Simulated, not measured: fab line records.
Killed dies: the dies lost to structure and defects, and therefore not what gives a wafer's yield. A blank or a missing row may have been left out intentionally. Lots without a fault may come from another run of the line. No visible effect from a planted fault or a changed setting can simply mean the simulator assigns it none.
Matching of chambers | flow n5Finfet | N5_BEOL_M0_SAQP_STRIP_108 on rieDiel-04 has 4 sister chambers
The step strips in N2/H2. 16 wafers are shown with their chamber, then 8 later ones without.

## WAFERS WITH THEIR CHAMBER
wafer  | chamber | drypumpMotorCurrentA (A) | oesProductAu (a.u.) | throttleValvePct (%)
L085.1 | 2       | 4.7                      | 0.70                | 19.2
L085.4 | 3       | 6.4                      | 0.76                | 19.6
L085.6 | 3       | 6.4                      | 0.76                | 19.6
L087.1 | 3       | 6.4                      | 0.75                | 19.6
L087.2 | 1       | 5.6                      | 0.80                | 18.8
L087.4 | 0       | 5.3                      | 0.91                | 19.0
L088.1 | 0       | 5.3                      | 0.90                | 18.9
L088.3 | 1       | 5.6                      | 0.79                | 18.8
L088.5 | 2       | 4.8                      | 0.70                | 19.3
L090.1 | 0       | 5.3                      | 0.90                | 18.9
L090.2 | 1       | 5.7                      | 0.79                | 18.8
L090.6 | 2       | 4.8                      | 0.70                | 19.3
L091.2 | 1       | 5.7                      | 0.79                | 18.8
L091.3 | 3       | 6.4                      | 0.75                | 19.6
L091.4 | 0       | 5.3                      | 0.90                | 18.9
L092.2 | 2       | 4.7                      | 0.70                | 19.3

SIGNATURES (means of the wafers above)
reading              | chamber 0 | chamber 1 | chamber 2 | chamber 3 | scatter within a chamber
drypumpMotorCurrentA | 5.300     | 5.650     | 4.750     | 6.400     | 0.0408
oesProductAu         | 0.9025    | 0.7925    | 0.7000    | 0.7550    | 0.00456
throttleValvePct     | 18.925    | 18.800    | 19.275    | 19.600    | 0.0354
Rule: for a wafer and a chamber, the distance is found by dividing, reading by reading, the gap between the wafer's reading and the chamber's mean by the reading's scatter, squaring, summing and taking the root. The wafer belongs to the nearest chamber; if the next one is less than 2 further off, it can't be placed. The scatter: take each reading less its chamber's mean, square it, sum over the shown wafers, divide by the number of wafers less the number of chambers, and take the root.

## WAFERS WHOSE CHAMBER IS MISSING
wafer  | drypumpMotorCurrentA (A) | oesProductAu (a.u.) | throttleValvePct (%)
L092.4 | 5.3                      | 0.90                | 19.0
L092.6 | 4.8                      | 0.70                | 19.3
L095.1 | 6.4                      | 0.74                | 19.6
L095.2 | 4.7                      | 0.69                | 19.3
L095.4 | 5.3                      | 0.89                | 19.0
L096.1 | 4.7                      | 0.69                | 19.3
L096.3 | 5.3                      | 0.88                | 19.0
L096.5 | 4.7                      | 0.69                | 19.3

## WHICH CHAMBER EACH ONE RAN IN
wafer  | from the rows above | in truth
L092.4 | 0                   | 0
L092.6 | 2                   | 2
L095.1 | 3                   | 3
L095.2 | 2                   | 2
L095.4 | 0                   | 0
L096.1 | 2                   | 2
L096.3 | 0                   | 0
L096.5 | 2                   | 2
Correct placement for 8 of the 8. From these rows, 0 cannot be placed. Number placed wrongly: 0.
